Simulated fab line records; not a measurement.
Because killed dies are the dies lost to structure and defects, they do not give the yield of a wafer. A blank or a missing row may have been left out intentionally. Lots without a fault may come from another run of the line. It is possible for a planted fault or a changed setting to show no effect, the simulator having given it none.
Problem report, 8D (eight disciplines) form, completed by code ; flow nand_harc ; the parts of the form that need people (team, actions taken, sign-off) are left out

1. WHAT IS WRONG
oes_product_au at NHARC_A_CHANNEL_FILL_D1_ETCHBACK_19 reads a mean of 0.687 a.u. on 2 wafers of 1 lot; wafers without a fault read 0.999 a.u. with a standard deviation of 0.013. Relative to the usual mean, that is a shift of -24 standard deviations.
The step: etches the open film in HBr/Cl2, target depth 5 nm, time 1.7 s.
Earliest sighting: wafer L541.2 on rie_si-01 at day 12 22:52. The record has a number at this step for 15 wafers belonging to 5 lots. Rule for "out", or "out of limits": more than 4 standard deviations from the usual mean. All remaining wafers that have a number are taken as sound.

2. WHAT IT IS AND WHAT IT IS NOT
question;is;is not
which readings at this step;oes_product_au;drypump_motor_current_A, throttle_valve_pct
which lots;L541;L527, L532, L547, L550
which wafers of those lots;L541.2, L541.6;L541.3
read on which tools;rie_si-01;rie_si-04, rie_si-06
when;from day 12 22:52;"up to then (7 sound wafers); but 6 sound wafers of L547, L550 came after"

3. WHAT RULES OUT EACH SUSPECT
Counting: any tool at a process step up to the reading remains a suspect provided it ran every lot that is out. Sound lots after the first of them don't rule it out here, since some wafers of a struck lot are sound.
- xsem-01 at NHARC_A_CHANNEL_HOLE_D1_XSEM_31: kept. The lot that is out, L541, ran on it at day 11 22:20; the last sound lot it ran before that was L527, at day 8 23:48.
- ald_hk-01 at NHARC_A_CHANNEL_FILL_D1_ALD_02 (deposits SiO2, target thk 6 nm, pulse time 10 s, ald cycles 60): kept. It ran the lot that is out, L541 (day 11 22:37).
- ald_hk-01 at NHARC_A_CHANNEL_FILL_D1_ALD_14 (deposits SiO2, target thk 2.5 nm, pulse time 10 s, ald cycles 25): kept. The lot that is out, L541, ran on it at day 12 04:05; the last sound lot it ran before that was L532, at day 10 02:28.
- ald_hk-01 at NHARC_A_CHANNEL_FILL_D1_ALD_16 (deposits SiO2, target thk 1.5 nm, pulse time 10 s, ald cycles 15): kept. It ran the lot that is out, L541 (day 12 10:26).
- rie_si-01 at NHARC_A_CHANNEL_FILL_D1_ETCHBACK_19 (etches the open film in HBr/Cl2, target depth 5 nm, time 1.7 s): kept. The lot that is out, L541, ran on it at day 12 22:52; the last sound lot it ran before that was L532, at day 10 19:21. Its own oes_product_au readings are out on those wafers.
- Within ald_hk-01 at NHARC_A_CHANNEL_FILL_D1_ALD_02, the wafers that are out were processed in chamber 0 and their sound lot-mates in chamber 3.
- Within ald_hk-01 at NHARC_A_CHANNEL_FILL_D1_ALD_14: the wafers that are out ran in chambers 2, 3; their sound lot-mates ran in chamber 0.
- Within ald_hk-01 at NHARC_A_CHANNEL_FILL_D1_ALD_16: the wafers that are out ran in chambers 0, 2; their sound lot-mates ran in chamber 1.
- Within rie_si-01 at NHARC_A_CHANNEL_FILL_D1_ETCHBACK_19, the wafers that are out were processed in chamber 0 and their sound lot-mates in chamber 1.
Left after counting: xsem-01 at NHARC_A_CHANNEL_HOLE_D1_XSEM_31, ald_hk-01 at NHARC_A_CHANNEL_FILL_D1_ALD_02, ald_hk-01 at NHARC_A_CHANNEL_FILL_D1_ALD_14, ald_hk-01 at NHARC_A_CHANNEL_FILL_D1_ALD_16, rie_si-01 at NHARC_A_CHANNEL_FILL_D1_ETCHBACK_19.

4. THE CAUSE (what the simulator had put in)
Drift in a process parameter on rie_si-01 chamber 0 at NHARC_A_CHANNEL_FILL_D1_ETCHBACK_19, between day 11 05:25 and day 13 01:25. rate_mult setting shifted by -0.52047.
Counting leaves 5 suspects; this tool is one of them.

5. SEQUENCE OF EFFECTS, ordered by route
Each row: a reading whose mean over the struck wafers that have a number lies more than 3 standard deviations from the usual. Readings are gone through only where the record gives a usual standard deviation; hours: the median, over the lots, of the time from a lot's start at the first step in this table giving one to that lot's start at this step; sigmas: the change measured in usual standard deviations.
hours;step;reading;usual;on struck wafers;change;sigmas
0;NHARC_A_CHANNEL_FILL_D1_ETCHBACK_19;oes_product_au;0.999 a.u.;0.687;-0.312;-24
Here are the process steps it includes:
- NHARC_A_CHANNEL_FILL_D1_ETCHBACK_19: etches the open film in HBr/Cl2, target depth 5 nm, time 1.7 s.

6. HOW IT WOULD HAVE BEEN CAUGHT EARLIER
41 hours passed between the start of the fault at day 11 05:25 and the first reading out of limits in this record, taken at day 12 22:52.
